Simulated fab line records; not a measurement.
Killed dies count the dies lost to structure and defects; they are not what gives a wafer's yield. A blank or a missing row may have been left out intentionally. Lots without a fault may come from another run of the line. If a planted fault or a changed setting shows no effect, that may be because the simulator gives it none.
The tool behind it: which one? / flow n5Finfet / 24 lots with 72 wafers sampled at 6 steps, on a route of 1938 steps

WHAT THE GAUGES READ, wafer by wafer
N5_BEOL_M11_CD_MEAS_35: target cd 70 nm. Usual: cdNm 70.0 nm, standard deviation 0.72.
lot=L074; measured=day 9 22:35; on=cdSem-03; cdNm (nm)=69.2 70.3 70.7; flag=
lot=L076; measured=day 10 05:31; on=cdSem-01; cdNm (nm)=69.4 69.9 69.3; flag=
lot=L075; measured=day 10 05:46; on=cdSem-02; cdNm (nm)=70.2 70.7 69.5; flag=
lot=L077; measured=day 10 20:16; on=cdSem-03; cdNm (nm)=69.5 69.6 70.8; flag=
lot=L080; measured=day 11 04:35; on=cdSem-03; cdNm (nm)=69.8 69.4 70.8; flag=
lot=L079; measured=day 11 06:50; on=cdSem-01; cdNm (nm)=70.7 71.5 71.2; flag=
lot=L078; measured=day 11 09:05; on=cdSem-02; cdNm (nm)=69.8 68.4 69.2; flag=
lot=L081; measured=day 11 19:47; on=cdSem-02; cdNm (nm)=69.3 69.2 69.8; flag=
lot=L083; measured=day 12 01:23; on=cdSem-01; cdNm (nm)=70.5 68.7 69.0; flag=
lot=L082; measured=day 12 03:21; on=cdSem-01; cdNm (nm)=70.3 69.3 68.9; flag=
lot=L084; measured=day 12 03:40; on=cdSem-02; cdNm (nm)=70.1 69.7 70.1; flag=
lot=L085; measured=day 12 15:10; on=cdSem-02; cdNm (nm)=70.8 70.6 70.1; flag=
lot=L086; measured=day 12 21:35; on=cdSem-02; cdNm (nm)=69.7 70.0 69.0; flag=
lot=L087; measured=day 13 02:48; on=cdSem-03; cdNm (nm)=70.1 69.8 69.6; flag=
lot=L088; measured=day 13 12:34; on=cdSem-01; cdNm (nm)=70.8 69.7 70.3; flag=
lot=L090; measured=day 13 13:01; on=cdSem-01; cdNm (nm)=69.9 69.6 69.4; flag=
lot=L091; measured=day 13 20:04; on=cdSem-01; cdNm (nm)=69.9 70.3 69.0; flag=
lot=L089; measured=day 13 21:00; on=cdSem-03; cdNm (nm)=70.1 69.9 70.5; flag=
lot=L092; measured=day 14 02:09; on=cdSem-01; cdNm (nm)=69.3 69.9 70.2; flag=
lot=L093; measured=day 14 08:34; on=cdSem-02; cdNm (nm)=69.0 68.2 70.1; flag=
lot=L094; measured=day 14 10:57; on=cdSem-03; cdNm (nm)=69.7 69.6 70.0; flag=
lot=L095; measured=day 14 17:26; on=cdSem-01; cdNm (nm)=70.1 70.7 71.0; flag=
lot=L096; measured=day 15 10:08; on=cdSem-03; cdNm (nm)=69.9 71.6 70.8; flag=
lot=L097; measured=day 15 22:57; on=cdSem-01; cdNm (nm)=69.7 69.9 69.6; flag=

N5_BEOL_M12_THK_MEAS_50: measures by xrf. Usual: M12_THK 324 nm, standard deviation 7.1.
lot=L074; measured=day 10 07:26; on=filmMetro-01; M12_THK (nm)=308 314 306; flag=
lot=L076; measured=day 10 13:23; on=filmMetro-01; M12_THK (nm)=318 314 317; flag=
lot=L075; measured=day 10 14:15; on=filmMetro-01; M12_THK (nm)=327 328 324; flag=
lot=L077; measured=day 11 06:05; on=filmMetro-02; M12_THK (nm)=322 320 320; flag=
lot=L080; measured=day 11 10:59; on=filmMetro-01; M12_THK (nm)=325 321 318; flag=
lot=L079; measured=day 11 14:04; on=filmMetro-02; M12_THK (nm)=321 319 327; flag=
lot=L078; measured=day 11 19:17; on=filmMetro-01; M12_THK (nm)=316 314 325; flag=
lot=L081; measured=day 12 03:22; on=filmMetro-01; M12_THK (nm)=319 327 333; flag=
lot=L083; measured=day 12 10:03; on=filmMetro-01; M12_THK (nm)=317 318 320; flag=
lot=L082; measured=day 12 11:27; on=filmMetro-02; M12_THK (nm)=318 331 322; flag=
lot=L084; measured=day 12 11:55; on=filmMetro-01; M12_THK (nm)=331 318 330; flag=
lot=L085; measured=day 12 22:18; on=filmMetro-02; M12_THK (nm)=330 328 333; flag=
lot=L086; measured=day 13 06:14; on=filmMetro-02; M12_THK (nm)=334 340 342; flag=
lot=L087; measured=day 13 09:58; on=filmMetro-02; M12_THK (nm)=332 336 339; flag=
lot=L088; measured=day 13 19:32; on=filmMetro-01; M12_THK (nm)=318 315 317; flag=
lot=L090; measured=day 13 19:56; on=filmMetro-01; M12_THK (nm)=317 329 321; flag=
lot=L091; measured=day 14 02:49; on=filmMetro-02; M12_THK (nm)=329 321 324; flag=
lot=L089; measured=day 14 03:32; on=filmMetro-01; M12_THK (nm)=311 313 318; flag=
lot=L092; measured=day 14 10:22; on=filmMetro-02; M12_THK (nm)=314 320 314; flag=
lot=L093; measured=day 14 15:08; on=filmMetro-01; M12_THK (nm)=332 318 330; flag=
lot=L094; measured=day 14 17:47; on=filmMetro-01; M12_THK (nm)=326 322 323; flag=
lot=L095; measured=day 15 18:37; on=filmMetro-02; M12_THK (nm)=319 331 325; flag=
lot=L096; measured=day 15 18:49; on=filmMetro-01; M12_THK (nm)=323 331 321; flag=
lot=L097; measured=day 16 07:24; on=filmMetro-02; M12_THK (nm)=334 335 334; flag=

N5_BEOL_M13_CD_MEAS_28: target cd 209.5 nm. Usual: cdNm 210.4 nm, standard deviation 1.1.
lot=L074; measured=day 10 09:03; on=cdSem-03; cdNm (nm)=211.1 210.5 210.2; flag=
lot=L076; measured=day 10 15:25; on=cdSem-02; cdNm (nm)=210.1 209.3 210.7; flag=
lot=L075; measured=day 10 16:08; on=cdSem-02; cdNm (nm)=208.3 210.0 210.1; flag=
lot=L077; measured=day 11 07:48; on=cdSem-01; cdNm (nm)=210.0 208.8 208.9; flag=
lot=L080; measured=day 11 12:37; on=cdSem-02; cdNm (nm)=209.9 212.6 210.2; flag=
lot=L079; measured=day 11 15:50; on=cdSem-01; cdNm (nm)=210.8 210.9 210.9; flag=
lot=L078; measured=day 11 20:52; on=cdSem-01; cdNm (nm)=211.1 211.4 212.3; flag=
lot=L081; measured=day 12 04:59; on=cdSem-02; cdNm (nm)=209.0 210.3 210.0; flag=
lot=L083; measured=day 12 11:46; on=cdSem-02; cdNm (nm)=209.2 210.3 209.4; flag=
lot=L082; measured=day 12 13:10; on=cdSem-02; cdNm (nm)=211.9 210.9 211.0; flag=
lot=L084; measured=day 12 13:40; on=cdSem-01; cdNm (nm)=212.0 211.5 210.3; flag=
lot=L085; measured=day 13 00:08; on=cdSem-01; cdNm (nm)=209.7 211.7 210.2; flag=
lot=L086; measured=day 13 07:58; on=cdSem-03; cdNm (nm)=212.0 210.5 212.2; flag=
lot=L087; measured=day 13 11:51; on=cdSem-02; cdNm (nm)=210.5 211.4 210.8; flag=
lot=L088; measured=day 13 21:22; on=cdSem-01; cdNm (nm)=212.0 210.3 210.1; flag=
lot=L090; measured=day 13 22:10; on=cdSem-03; cdNm (nm)=211.8 210.5 211.2; flag=
lot=L091; measured=day 14 04:42; on=cdSem-02; cdNm (nm)=210.8 211.1 212.3; flag=
lot=L089; measured=day 14 05:08; on=cdSem-03; cdNm (nm)=209.4 209.4 209.1; flag=
lot=L092; measured=day 14 12:16; on=cdSem-03; cdNm (nm)=211.6 210.6 212.0; flag=
lot=L093; measured=day 14 16:59; on=cdSem-01; cdNm (nm)=208.7 209.5 208.5; flag=
lot=L094; measured=day 14 19:40; on=cdSem-01; cdNm (nm)=209.7 210.3 210.3; flag=
lot=L095; measured=day 15 20:19; on=cdSem-01; cdNm (nm)=210.2 209.4 209.3; flag=
lot=L096; measured=day 15 20:31; on=cdSem-03; cdNm (nm)=208.5 208.7 211.3; flag=
lot=L097; measured=day 16 09:52; on=cdSem-03; cdNm (nm)=210.0 209.0 209.1; flag=

TOOL THAT RAN EACH LOT (tool first, then ch and the chambers of the sampled wafers, then the start)
lot=L074; N5_BEOL_M10_CMP_52=cmp-04 ch 1,2,3, day 9 18:35; N5_BEOL_M11_DESCUM_16=rieDiel-05 ch 1,2,3, day 9 20:46; N5_BEOL_M12_ETCH_68=rieDiel-06 ch 1,2, day 10 05:32
lot=L076; N5_BEOL_M10_CMP_52=cmp-03 ch 0,2,3, day 9 23:30; N5_BEOL_M11_DESCUM_16=rieDiel-05 ch 1,2,3, day 10 02:25; N5_BEOL_M12_ETCH_68=rieDiel-04 ch 0,2,3, day 10 11:08
lot=L075; N5_BEOL_M10_CMP_52=cmp-04 ch 1,2,3, day 10 00:56; N5_BEOL_M11_DESCUM_16=rieDiel-01 ch 0,2, day 10 03:42; N5_BEOL_M12_ETCH_68=rieDiel-04 ch 0,1, day 10 12:02
lot=L077; N5_BEOL_M10_CMP_52=cmp-02 ch 0,2,3, day 10 16:07; N5_BEOL_M11_DESCUM_16=rieDiel-03 ch 1,2, day 10 18:06; N5_BEOL_M12_ETCH_68=rieDiel-04 ch 2,3, day 11 01:20
lot=L080; N5_BEOL_M10_CMP_52=cmp-02 ch 0,1, day 10 22:21; N5_BEOL_M11_DESCUM_16=rieDiel-01 ch 0,3, day 11 01:55; N5_BEOL_M12_ETCH_68=rieDiel-04 ch 0,1,3, day 11 08:43
lot=L079; N5_BEOL_M10_CMP_52=cmp-04 ch 0,3, day 11 01:57; N5_BEOL_M11_DESCUM_16=rieDiel-05 ch 0,1,3, day 11 05:13; N5_BEOL_M12_ETCH_68=rieDiel-04 ch 0,3, day 11 12:17
lot=L078; N5_BEOL_M10_CMP_52=cmp-02 ch 0,1, day 11 02:13; N5_BEOL_M11_DESCUM_16=rieDiel-03 ch 0,2, day 11 05:23; N5_BEOL_M12_ETCH_68=rieDiel-02 ch 0,1,2, day 11 13:30
lot=L081; N5_BEOL_M10_CMP_52=cmp-02 ch 0,1,2, day 11 13:58; N5_BEOL_M11_DESCUM_16=rieDiel-03 ch 0,1, day 11 18:11; N5_BEOL_M12_ETCH_68=rieDiel-02 ch 0,1,2, day 11 23:50
lot=L083; N5_BEOL_M10_CMP_52=cmp-03 ch 2,3, day 11 21:24; N5_BEOL_M11_DESCUM_16=rieDiel-03 ch 1,2,3, day 11 23:40; N5_BEOL_M12_ETCH_68=rieDiel-04 ch 0,1, day 12 05:40
lot=L082; N5_BEOL_M10_CMP_52=cmp-04 ch 0,1,2, day 11 23:04; N5_BEOL_M11_DESCUM_16=rieDiel-05 ch 0,1,2, day 12 01:45; N5_BEOL_M12_ETCH_68=rieDiel-04 ch 0,2,3, day 12 09:26
lot=L084; N5_BEOL_M10_CMP_52=cmp-03 ch 0,1,3, day 11 23:34; N5_BEOL_M11_DESCUM_16=rieDiel-03 ch 0,1, day 12 01:49; N5_BEOL_M12_ETCH_68=rieDiel-06 ch 0,2, day 12 09:28
lot=L085; N5_BEOL_M10_CMP_52=cmp-03 ch 1,2, day 12 10:24; N5_BEOL_M11_DESCUM_16=rieDiel-05 ch 0,1,3, day 12 12:53; N5_BEOL_M12_ETCH_68=rieDiel-06 ch 1,3, day 12 19:24
lot=L086; N5_BEOL_M10_CMP_52=cmp-04 ch 0,1,3, day 12 17:19; N5_BEOL_M11_DESCUM_16=rieDiel-05 ch 1,2,3, day 12 19:50; N5_BEOL_M12_ETCH_68=rieDiel-06 ch 0,1,3, day 13 03:07
lot=L087; N5_BEOL_M10_CMP_52=cmp-03 ch 0,2,3, day 12 21:25; N5_BEOL_M11_DESCUM_16=rieDiel-01 ch 0,3, day 13 00:46; N5_BEOL_M12_ETCH_68=rieDiel-06 ch 1,2, day 13 07:23
lot=L088; N5_BEOL_M10_CMP_52=cmp-04 ch 0,1,3, day 13 07:44; N5_BEOL_M11_DESCUM_16=rieDiel-03 ch 0,1,3, day 13 10:50; N5_BEOL_M12_ETCH_68=rieDiel-02 ch 1,2,3, day 13 17:05
lot=L090; N5_BEOL_M10_CMP_52=cmp-03 ch 1,2,3, day 13 08:32; N5_BEOL_M11_DESCUM_16=rieDiel-01 ch 0,1,3, day 13 11:10; N5_BEOL_M12_ETCH_68=rieDiel-02 ch 0,1,2, day 13 17:56
lot=L091; N5_BEOL_M10_CMP_52=cmp-02 ch 0,1,2, day 13 14:18; N5_BEOL_M11_DESCUM_16=rieDiel-05 ch 0,1,3, day 13 18:22; N5_BEOL_M12_ETCH_68=rieDiel-04 ch 0,1,3, day 14 00:37
lot=L089; N5_BEOL_M10_CMP_52=cmp-02 ch 1,3, day 13 14:51; N5_BEOL_M11_DESCUM_16=rieDiel-01 ch 0,1, day 13 18:52; N5_BEOL_M12_ETCH_68=rieDiel-02 ch 2,3, day 14 01:35
lot=L092; N5_BEOL_M10_CMP_52=cmp-02 ch 0,1,3, day 13 22:33; N5_BEOL_M11_DESCUM_16=rieDiel-01 ch 0,2,3, day 14 00:34; N5_BEOL_M12_ETCH_68=rieDiel-04 ch 0,2,3, day 14 06:10
lot=L093; N5_BEOL_M10_CMP_52=cmp-04 ch 2,3, day 14 01:25; N5_BEOL_M11_DESCUM_16=rieDiel-05 ch 0,1, day 14 03:28; N5_BEOL_M12_ETCH_68=rieDiel-02 ch 0,2, day 14 13:20
lot=L094; N5_BEOL_M10_CMP_52=cmp-02 ch 0,2,3, day 14 04:34; N5_BEOL_M11_DESCUM_16=rieDiel-01 ch 0,1, day 14 09:08; N5_BEOL_M12_ETCH_68=rieDiel-04 ch 0,1, day 14 15:33
lot=L095; N5_BEOL_M10_CMP_52=cmp-02 ch 1,2,3, day 14 12:55; N5_BEOL_M11_DESCUM_16=rieDiel-05 ch 0,2,3, day 14 15:49; N5_BEOL_M12_ETCH_68=rieDiel-02 ch 0,1,3, day 15 16:10
lot=L096; N5_BEOL_M10_CMP_52=cmp-04 ch 0,1,2, day 15 06:16; N5_BEOL_M11_DESCUM_16=rieDiel-03 ch 0,1,2, day 15 08:32; N5_BEOL_M12_ETCH_68=rieDiel-06 ch 0,1,2, day 15 16:12
lot=L097; N5_BEOL_M10_CMP_52=cmp-02 ch 2,3, day 15 17:35; N5_BEOL_M11_DESCUM_16=rieDiel-05 ch 2,3, day 15 20:04; N5_BEOL_M12_ETCH_68=rieDiel-06 ch 0,1,3, day 16 03:10
- N5_BEOL_M10_CMP_52: polishes, stops on SiCOH lowk, t overpolish 7 s, target thk 140 nm.
- N5_BEOL_M11_DESCUM_16: chemistry O2, time 7.9 s.
- N5_BEOL_M12_ETCH_68: etches SOC in N2/H2, time 285 s.

AS READ BY THE TOOLS THEMSELVES (means over the sampled wafers that have a number; for cases with no such wafer, the mark the record gives instead)
N5_BEOL_M10_CMP_52. Usual: barrierFieldEndpointS 28.6 s, standard deviation 0.74; motorCurrentA 5.9 A, standard deviation 0.64; overpolishRunS 7.000 s, standard deviation 0.0096; timeToEndpointS 65 s, standard deviation 3.2.
lot=L074; tool=cmp-04; barrierFieldEndpointS (s)=29.2; motorCurrentA (A)=6.4; overpolishRunS (s)=7.001; timeToEndpointS (s)=65; flag=
lot=L076; tool=cmp-03; barrierFieldEndpointS (s)=28.2; motorCurrentA (A)=5.7; overpolishRunS (s)=7.007; timeToEndpointS (s)=63; flag=
lot=L075; tool=cmp-04; barrierFieldEndpointS (s)=29.5; motorCurrentA (A)=6.6; overpolishRunS (s)=7.002; timeToEndpointS (s)=66; flag=
lot=L077; tool=cmp-02; barrierFieldEndpointS (s)=28.8; motorCurrentA (A)=5.9; overpolishRunS (s)=7.007; timeToEndpointS (s)=66; flag=
lot=L080; tool=cmp-02; barrierFieldEndpointS (s)=28.6; motorCurrentA (A)=5.3; overpolishRunS (s)=6.998; timeToEndpointS (s)=66; flag=
lot=L079; tool=cmp-04; barrierFieldEndpointS (s)=28.1; motorCurrentA (A)=6.7; overpolishRunS (s)=7.004; timeToEndpointS (s)=58; flag=
lot=L078; tool=cmp-02; barrierFieldEndpointS (s)=29.1; motorCurrentA (A)=5.7; overpolishRunS (s)=6.995; timeToEndpointS (s)=68; flag=
lot=L081; tool=cmp-02; barrierFieldEndpointS (s)=29.2; motorCurrentA (A)=5.3; overpolishRunS (s)=7.006; timeToEndpointS (s)=67; flag=
lot=L083; tool=cmp-03; barrierFieldEndpointS (s)=28.8; motorCurrentA (A)=5.8; overpolishRunS (s)=6.992; timeToEndpointS (s)=64; flag=
lot=L082; tool=cmp-04; barrierFieldEndpointS (s)=28.7; motorCurrentA (A)=6.1; overpolishRunS (s)=7.004; timeToEndpointS (s)=63; flag=
lot=L084; tool=cmp-03; barrierFieldEndpointS (s)=29.1; motorCurrentA (A)=5.5; overpolishRunS (s)=7.006; timeToEndpointS (s)=66; flag=
lot=L085; tool=cmp-03; barrierFieldEndpointS (s)=29.6; motorCurrentA (A)=6.0; overpolishRunS (s)=7.011; timeToEndpointS (s)=69; flag=
lot=L086; tool=cmp-04; barrierFieldEndpointS (s)=28.5; motorCurrentA (A)=6.3; overpolishRunS (s)=7.004; timeToEndpointS (s)=65; flag=
lot=L087; tool=cmp-03; barrierFieldEndpointS (s)=28.7; motorCurrentA (A)=5.7; overpolishRunS (s)=6.994; timeToEndpointS (s)=67; flag=
lot=L088; tool=cmp-04; barrierFieldEndpointS (s)=28.4; motorCurrentA (A)=6.4; overpolishRunS (s)=6.992; timeToEndpointS (s)=63; flag=
lot=L090; tool=cmp-03; barrierFieldEndpointS (s)=29.0; motorCurrentA (A)=5.8; overpolishRunS (s)=6.993; timeToEndpointS (s)=65; flag=
lot=L091; tool=cmp-02; barrierFieldEndpointS (s)=27.9; motorCurrentA (A)=5.5; overpolishRunS (s)=6.993; timeToEndpointS (s)=63; flag=
lot=L089; tool=cmp-02; barrierFieldEndpointS (s)=28.7; motorCurrentA (A)=5.9; overpolishRunS (s)=7.001; timeToEndpointS (s)=67; flag=
lot=L092; tool=cmp-02; barrierFieldEndpointS (s)=28.7; motorCurrentA (A)=5.7; overpolishRunS (s)=7.005; timeToEndpointS (s)=65; flag=
lot=L093; tool=cmp-04; barrierFieldEndpointS (s)=28.3; motorCurrentA (A)=6.3; overpolishRunS (s)=6.999; timeToEndpointS (s)=61; flag=
lot=L094; tool=cmp-02; barrierFieldEndpointS (s)=28.6; motorCurrentA (A)=6.0; overpolishRunS (s)=6.994; timeToEndpointS (s)=67; flag=
lot=L095; tool=cmp-02; barrierFieldEndpointS (s)=27.5; motorCurrentA (A)=5.6; overpolishRunS (s)=6.998; timeToEndpointS (s)=63; flag=
lot=L096; tool=cmp-04; barrierFieldEndpointS (s)=28.0; motorCurrentA (A)=6.0; overpolishRunS (s)=6.992; timeToEndpointS (s)=64; flag=
lot=L097; tool=cmp-02; barrierFieldEndpointS (s)=28.5; motorCurrentA (A)=6.2; overpolishRunS (s)=6.997; timeToEndpointS (s)=64; flag=

N5_BEOL_M11_DESCUM_16. Usual: drypumpMotorCurrentA 5.7 A, standard deviation 0.55; oesProductAu 0.78 a.u., standard deviation 0.077; rfVppV 243.1 V, standard deviation 1.6; showerheadPlenumPTorr 2.09 Torr, standard deviation 0.084; throttleValvePct 20.39 %, standard deviation 0.21.
lot=L074; tool=rieDiel-05; drypumpMotorCurrentA (A)=6.2; oesProductAu (a.u.)=0.77; rfVppV (V)=244.3; showerheadPlenumPTorr (Torr)=2.19; throttleValvePct (%)=20.14; flag=
lot=L076; tool=rieDiel-05; drypumpMotorCurrentA (A)=6.2; oesProductAu (a.u.)=0.77; rfVppV (V)=244.5; showerheadPlenumPTorr (Torr)=2.19; throttleValvePct (%)=20.16; flag=
lot=L075; tool=rieDiel-01; drypumpMotorCurrentA (A)=4.9; oesProductAu (a.u.)=0.79; rfVppV (V)=243.2; showerheadPlenumPTorr (Torr)=2.09; throttleValvePct (%)=20.62; flag=
lot=L077; tool=rieDiel-03; drypumpMotorCurrentA (A)=5.8; oesProductAu (a.u.)=0.83; rfVppV (V)=241.7; showerheadPlenumPTorr (Torr)=2.02; throttleValvePct (%)=20.34; flag=
lot=L080; tool=rieDiel-01; drypumpMotorCurrentA (A)=5.2; oesProductAu (a.u.)=0.73; rfVppV (V)=242.1; showerheadPlenumPTorr (Torr)=2.02; throttleValvePct (%)=20.46; flag=
lot=L079; tool=rieDiel-05; drypumpMotorCurrentA (A)=5.8; oesProductAu (a.u.)=0.75; rfVppV (V)=242.9; showerheadPlenumPTorr (Torr)=2.11; throttleValvePct (%)=20.36; flag=
lot=L078; tool=rieDiel-03; drypumpMotorCurrentA (A)=5.3; oesProductAu (a.u.)=0.73; rfVppV (V)=241.7; showerheadPlenumPTorr (Torr)=2.04; throttleValvePct (%)=20.52; flag=
lot=L081; tool=rieDiel-03; drypumpMotorCurrentA (A)=6.0; oesProductAu (a.u.)=0.77; rfVppV (V)=242.4; showerheadPlenumPTorr (Torr)=2.07; throttleValvePct (%)=20.56; flag=
lot=L083; tool=rieDiel-03; drypumpMotorCurrentA (A)=5.5; oesProductAu (a.u.)=0.86; rfVppV (V)=242.2; showerheadPlenumPTorr (Torr)=2.07; throttleValvePct (%)=20.30; flag=
lot=L082; tool=rieDiel-05; drypumpMotorCurrentA (A)=6.1; oesProductAu (a.u.)=0.78; rfVppV (V)=243.7; showerheadPlenumPTorr (Torr)=2.11; throttleValvePct (%)=20.26; flag=
lot=L084; tool=rieDiel-03; drypumpMotorCurrentA (A)=6.0; oesProductAu (a.u.)=0.82; rfVppV (V)=242.3; showerheadPlenumPTorr (Torr)=2.05; throttleValvePct (%)=20.43; flag=
lot=L085; tool=rieDiel-05; drypumpMotorCurrentA (A)=5.8; oesProductAu (a.u.)=0.74; rfVppV (V)=243.3; showerheadPlenumPTorr (Torr)=2.10; throttleValvePct (%)=20.36; flag=
lot=L086; tool=rieDiel-05; drypumpMotorCurrentA (A)=6.2; oesProductAu (a.u.)=0.75; rfVppV (V)=244.9; showerheadPlenumPTorr (Torr)=2.19; throttleValvePct (%)=20.18; flag=
lot=L087; tool=rieDiel-01; drypumpMotorCurrentA (A)=5.2; oesProductAu (a.u.)=0.72; rfVppV (V)=242.0; showerheadPlenumPTorr (Torr)=2.02; throttleValvePct (%)=20.49; flag=
lot=L088; tool=rieDiel-03; drypumpMotorCurrentA (A)=5.8; oesProductAu (a.u.)=0.83; rfVppV (V)=243.1; showerheadPlenumPTorr (Torr)=2.09; throttleValvePct (%)=20.39; flag=
lot=L090; tool=rieDiel-01; drypumpMotorCurrentA (A)=5.3; oesProductAu (a.u.)=0.76; rfVppV (V)=242.2; showerheadPlenumPTorr (Torr)=2.07; throttleValvePct (%)=20.53; flag=
lot=L091; tool=rieDiel-05; drypumpMotorCurrentA (A)=5.8; oesProductAu (a.u.)=0.73; rfVppV (V)=243.1; showerheadPlenumPTorr (Torr)=2.10; throttleValvePct (%)=20.37; flag=
lot=L089; tool=rieDiel-01; drypumpMotorCurrentA (A)=5.2; oesProductAu (a.u.)=0.81; rfVppV (V)=244.0; showerheadPlenumPTorr (Torr)=2.11; throttleValvePct (%)=20.56; flag=
lot=L092; tool=rieDiel-01; drypumpMotorCurrentA (A)=5.1; oesProductAu (a.u.)=0.81; rfVppV (V)=241.8; showerheadPlenumPTorr (Torr)=2.04; throttleValvePct (%)=20.50; flag=
lot=L093; tool=rieDiel-05; drypumpMotorCurrentA (A)=5.9; oesProductAu (a.u.)=0.77; rfVppV (V)=243.3; showerheadPlenumPTorr (Torr)=2.11; throttleValvePct (%)=20.34; flag=
lot=L094; tool=rieDiel-01; drypumpMotorCurrentA (A)=5.5; oesProductAu (a.u.)=0.80; rfVppV (V)=242.9; showerheadPlenumPTorr (Torr)=2.11; throttleValvePct (%)=20.58; flag=
lot=L095; tool=rieDiel-05; drypumpMotorCurrentA (A)=6.0; oesProductAu (a.u.)=0.82; rfVppV (V)=243.0; showerheadPlenumPTorr (Torr)=2.10; throttleValvePct (%)=20.21; flag=
lot=L096; tool=rieDiel-03; drypumpMotorCurrentA (A)=5.7; oesProductAu (a.u.)=0.75; rfVppV (V)=242.0; showerheadPlenumPTorr (Torr)=2.03; throttleValvePct (%)=20.51; flag=
lot=L097; tool=rieDiel-05; drypumpMotorCurrentA (A)=6.5; oesProductAu (a.u.)=0.81; rfVppV (V)=244.7; showerheadPlenumPTorr (Torr)=2.17; throttleValvePct (%)=20.05; flag=

N5_BEOL_M12_ETCH_68. Usual: drypumpMotorCurrentA 5.7 A, standard deviation 0.4; oesProductAu 0.80 a.u., standard deviation 0.094; rfVppV 523.6 V, standard deviation 2.4; showerheadPlenumPTorr 2.53 Torr, standard deviation 0.078; throttleValvePct 17.84 %, standard deviation 0.19.
lot=L074; tool=rieDiel-06; drypumpMotorCurrentA (A)=5.8; oesProductAu (a.u.)=0.69; rfVppV (V)=524.1; showerheadPlenumPTorr (Torr)=2.53; throttleValvePct (%)=18.03; flag=
lot=L076; tool=rieDiel-04; drypumpMotorCurrentA (A)=6.1; oesProductAu (a.u.)=0.74; rfVppV (V)=522.0; showerheadPlenumPTorr (Torr)=2.46; throttleValvePct (%)=17.83; flag=
lot=L075; tool=rieDiel-04; drypumpMotorCurrentA (A)=5.7; oesProductAu (a.u.)=0.83; rfVppV (V)=524.4; showerheadPlenumPTorr (Torr)=2.53; throttleValvePct (%)=17.77; flag=
lot=L077; tool=rieDiel-04; drypumpMotorCurrentA (A)=6.2; oesProductAu (a.u.)=0.72; rfVppV (V)=521.1; showerheadPlenumPTorr (Torr)=2.46; throttleValvePct (%)=17.92; flag=
lot=L080; tool=rieDiel-04; drypumpMotorCurrentA (A)=5.7; oesProductAu (a.u.)=0.77; rfVppV (V)=523.1; showerheadPlenumPTorr (Torr)=2.50; throttleValvePct (%)=17.86; flag=
lot=L079; tool=rieDiel-04; drypumpMotorCurrentA (A)=5.9; oesProductAu (a.u.)=0.72; rfVppV (V)=521.9; showerheadPlenumPTorr (Torr)=2.48; throttleValvePct (%)=17.94; flag=
lot=L078; tool=rieDiel-02; drypumpMotorCurrentA (A)=5.3; oesProductAu (a.u.)=0.74; rfVppV (V)=525.2; showerheadPlenumPTorr (Torr)=2.57; throttleValvePct (%)=17.99; flag=
lot=L081; tool=rieDiel-02; drypumpMotorCurrentA (A)=5.3; oesProductAu (a.u.)=0.74; rfVppV (V)=523.9; showerheadPlenumPTorr (Torr)=2.57; throttleValvePct (%)=17.99; flag=
lot=L083; tool=rieDiel-04; drypumpMotorCurrentA (A)=5.9; oesProductAu (a.u.)=0.79; rfVppV (V)=522.5; showerheadPlenumPTorr (Torr)=2.47; throttleValvePct (%)=17.73; flag=
lot=L082; tool=rieDiel-04; drypumpMotorCurrentA (A)=6.0; oesProductAu (a.u.)=0.71; rfVppV (V)=521.5; showerheadPlenumPTorr (Torr)=2.45; throttleValvePct (%)=17.89; flag=
lot=L084; tool=rieDiel-06; drypumpMotorCurrentA (A)=5.7; oesProductAu (a.u.)=0.86; rfVppV (V)=522.9; showerheadPlenumPTorr (Torr)=2.51; throttleValvePct (%)=17.68; flag=
lot=L085; tool=rieDiel-06; drypumpMotorCurrentA (A)=6.0; oesProductAu (a.u.)=0.93; rfVppV (V)=523.7; showerheadPlenumPTorr (Torr)=2.56; throttleValvePct (%)=17.70; flag=
lot=L086; tool=rieDiel-06; drypumpMotorCurrentA (A)=6.0; oesProductAu (a.u.)=0.92; rfVppV (V)=524.1; showerheadPlenumPTorr (Torr)=2.55; throttleValvePct (%)=17.66; flag=
lot=L087; tool=rieDiel-06; drypumpMotorCurrentA (A)=5.6; oesProductAu (a.u.)=0.97; rfVppV (V)=527.8; showerheadPlenumPTorr (Torr)=2.67; throttleValvePct (%)=17.62; flag=
lot=L088; tool=rieDiel-02; drypumpMotorCurrentA (A)=5.4; oesProductAu (a.u.)=0.72; rfVppV (V)=524.2; showerheadPlenumPTorr (Torr)=2.59; throttleValvePct (%)=17.93; flag=
lot=L090; tool=rieDiel-02; drypumpMotorCurrentA (A)=5.3; oesProductAu (a.u.)=0.73; rfVppV (V)=523.0; showerheadPlenumPTorr (Torr)=2.56; throttleValvePct (%)=18.02; flag=
lot=L091; tool=rieDiel-04; drypumpMotorCurrentA (A)=5.7; oesProductAu (a.u.)=0.74; rfVppV (V)=523.7; showerheadPlenumPTorr (Torr)=2.49; throttleValvePct (%)=17.91; flag=
lot=L089; tool=rieDiel-02; drypumpMotorCurrentA (A)=5.3; oesProductAu (a.u.)=0.72; rfVppV (V)=524.4; showerheadPlenumPTorr (Torr)=2.55; throttleValvePct (%)=17.87; flag=
lot=L092; tool=rieDiel-04; drypumpMotorCurrentA (A)=6.1; oesProductAu (a.u.)=0.71; rfVppV (V)=520.9; showerheadPlenumPTorr (Torr)=2.45; throttleValvePct (%)=17.91; flag=
lot=L093; tool=rieDiel-02; drypumpMotorCurrentA (A)=5.2; oesProductAu (a.u.)=0.77; rfVppV (V)=524.5; showerheadPlenumPTorr (Torr)=2.54; throttleValvePct (%)=18.02; flag=
lot=L094; tool=rieDiel-04; drypumpMotorCurrentA (A)=5.7; oesProductAu (a.u.)=0.79; rfVppV (V)=523.6; showerheadPlenumPTorr (Torr)=2.51; throttleValvePct (%)=17.84; flag=
lot=L095; tool=rieDiel-02; drypumpMotorCurrentA (A)=5.6; oesProductAu (a.u.)=0.83; rfVppV (V)=525.3; showerheadPlenumPTorr (Torr)=2.61; throttleValvePct (%)=17.86; flag=
lot=L096; tool=rieDiel-06; drypumpMotorCurrentA (A)=5.8; oesProductAu (a.u.)=0.89; rfVppV (V)=525.3; showerheadPlenumPTorr (Torr)=2.61; throttleValvePct (%)=17.62; flag=
lot=L097; tool=rieDiel-06; drypumpMotorCurrentA (A)=6.0; oesProductAu (a.u.)=0.87; rfVppV (V)=523.6; showerheadPlenumPTorr (Torr)=2.53; throttleValvePct (%)=17.72; flag=

THE ANSWER, worked out from the rows above alone
Rule: take the mean of a lot's wafers that have a number; if it is more than 3 standard deviations from the usual mean, the lot is off. A lot without any number at a reading at which 4 lots or more have one is off too. Any other lot the step has rows for is counted as sound. After the gauges, taken in route order, come the tools' own readings; for these a lot's mean is taken, as printed above. At the first step where some lot is off, the reading lying furthest off is the one used; lots without a number count as furthest.
Nothing can be told from this: no lot is off at any reading shown.

WHAT THE SIMULATOR PUT IN
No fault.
